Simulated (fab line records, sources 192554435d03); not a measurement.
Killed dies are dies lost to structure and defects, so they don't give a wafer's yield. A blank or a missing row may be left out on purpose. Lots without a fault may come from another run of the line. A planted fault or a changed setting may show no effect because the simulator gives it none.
A struck lot beside a sound one | flow n5_finfet | 38 steps out of a route of 1938
Sound: wafers L449.1, L449.2, L449.6. Struck: wafers L459.4, L459.5, L459.6. The cause comes at the end.
At each step with rows: each side's tool, then ch and its chambers, then its first start. Under that, the readings that differ: sound wafers | struck wafers | difference of the means | sigmas: that difference in standard deviations of wafers without a fault.
alike: readings whose means differ by less than 2 such deviations, and words and numbers that are the same on both sides. not compared: withheld readings, readings that some wafer has no value for, bounds like >300 that may hide the same value, and numbers for which the record gives no deviation and whose values overlap.
The two part at a step that has a row with sigmas, a row that says differs or no value, or rows on one side only. Numbers that don't overlap but have no deviation are shown without sigmas and don't part them. A reading that every wafer of one side lacks parts them only if that side has two wafers or more.

first, 9 steps without rows for these wafers: N5_BEOL_M2_COAT_22 (resist thk 30 nm); N5_BEOL_M2_EBR_24; N5_BEOL_M2_SOFTBAKE_23 (time 60 s); N5_BEOL_M2_EXPOSE_25 (exposes mask V1, defocus 5 nm); N5_BEOL_M2_PEB_26 (peb time 60 s); N5_BEOL_M2_DEVELOP_27 (develop time 30 s); N5_BEOL_M2_DESCUM_33 (chemistry O2, time 7 s); N5_BEOL_M2_ETCH_77 (etches underlayer in N2/H2, target depth 6.5 nm, time 5.2 s); N5_BEOL_M2_ETCH_69 (etches SiARC in CF4, target depth 15.6 nm, time 26 s).
N5_BEOL_M2_ALD_98: deposits SiO2, target thk 2.5 nm, pulse time 1 s, co reactant pulse time 1 s.
  sound on ald_sin-03 ch 0,1,2, day 8 14:23; struck on ald_sin-04 ch 0,1, day 11 02:58
  alike: chamber_pressure_Torr, heater_power_w, precursor_pulse_height_rel, susceptor_temp_C
  not compared: since_wet_clean_h
then, 27 steps without rows for these wafers: N5_BEOL_M2_ETCHBACK_99 (etches SiO2 in CHF3, target depth 5 nm, time 10.4 s); N5_BEOL_M2_ETCH_70 (etches SOC in N2/H2, target depth 80 nm, overetch 24 nm, time 130 s); N5_BEOL_M2_STRIP_71 (strips in N2/H2); N5_BEOL_M2_STRIP_78 (strips in N2/H2); N5_BEOL_M2_VIA_ETCH_34 (etches the open film in C4F6/O2, target depth 69.4 nm, time 65.9 s); N5_BEOL_M2_STRIP_83 (strips in C4F6/O2); N5_BEOL_M2_STRIP_36 (strips in N2/H2); N5_BEOL_M2_TRENCH_ETCH_37 (etches SiOC in C4F6/O2, target depth 55.555 nm, time 29.2 s); N5_BEOL_M2_ETCH_41 (etches SiCN in CH3F/O2, target depth 29.9 nm, time 52.5 s); N5_BEOL_M2_STRIP_97 (strips in N2/H2, time 10 s); N5_BEOL_M2_HM_STRIP_39 (strips TiN in peroxide tin strip, target depth 25 nm, time 158 s); N5_BEOL_M2_SRD_40 (time 30 s); N5_BEOL_M2_PRECLEAN_42 (cleans in residue remover, time 60 s); N5_BEOL_M2_SRD_43 (time 30 s); N5_BEOL_M2_DEGAS_44 (time 60 s); N5_BEOL_M2_PRE_CLEAN_45 (time 30 s); N5_BEOL_M2_ALD_84 (deposits TaN, pulse time 2 s, purge time 3 s, co reactant purge time 2 s); N5_BEOL_M2_SURFACE_TREAT_85; N5_BEOL_M2_CVD_47 (deposits Co from CCTBA/H2, target thk 3 nm, time 223.8 s); N5_BEOL_M2_SPUTTER_48 (material Cu, target thk 4.5 nm, time 8.29 s); N5_BEOL_M2_ANNEAL_49 (time 240 s); N5_BEOL_M2_SPUTTER_79 (material Cu, target thk 4.5 nm, time 8.29 s); N5_BEOL_M2_ANNEAL_80 (time 240 s); N5_BEOL_M2_SPUTTER_81 (material Cu, target thk 4.5 nm, time 8.29 s); N5_BEOL_M2_ANNEAL_82 (time 240 s); N5_BEOL_M2_SPUTTER_86 (material Cu, target thk 4.5 nm, time 8.29 s); N5_BEOL_M2_ANNEAL_87 (time 240 s).
-- the record jumps here: 6 days lie between the struck wafers' starts before and after (it left off in module BEOL_M2 and takes up again in module PASSIVATION, whose first step shown is number 1936 of the route) --
N5_PASSIVATION_PROBE_49:
  sound on prober-02, day 14 09:10; struck on prober-01, day 16 19:58
  reading                  | sound          | struck         | difference | sigmas
  defect_limited_yield (%) | 89.3 89.6 91.3 | 85.2 82.2 83.0 | -6.6       | -5
  killed_at_M0_to_M3       | 33 36 26       | 109 161 135    | +103       | +10
  killed_dies              | 126 123 103    | 175 210 201    | +78        | +5
  killed_on_rim            | 11 21 11       | 25 29 32       | +14        | +4
  sort_bin_5_function (%)  | 6.4 6.1 5.5    | 9.4 9.8 9.3    | +3.5       | +4
  sort_n_pass              | 1054 1057 1077 | 1005 970 979   | -78        | -5
  sort_yield_pct (%)       | 89.3 89.6 91.3 | 85.2 82.2 83.0 | -6.6       | -4
  alike: killed_at_M4_up, killed_at_contacts, killed_at_front_end, killed_at_other, killed_open, killed_short, sort_bin_6_memory, sort_bin_8_speed

WHERE THEY PART
Only at N5_PASSIVATION_PROBE_49, within this record.

WHY: what the simulator had put in
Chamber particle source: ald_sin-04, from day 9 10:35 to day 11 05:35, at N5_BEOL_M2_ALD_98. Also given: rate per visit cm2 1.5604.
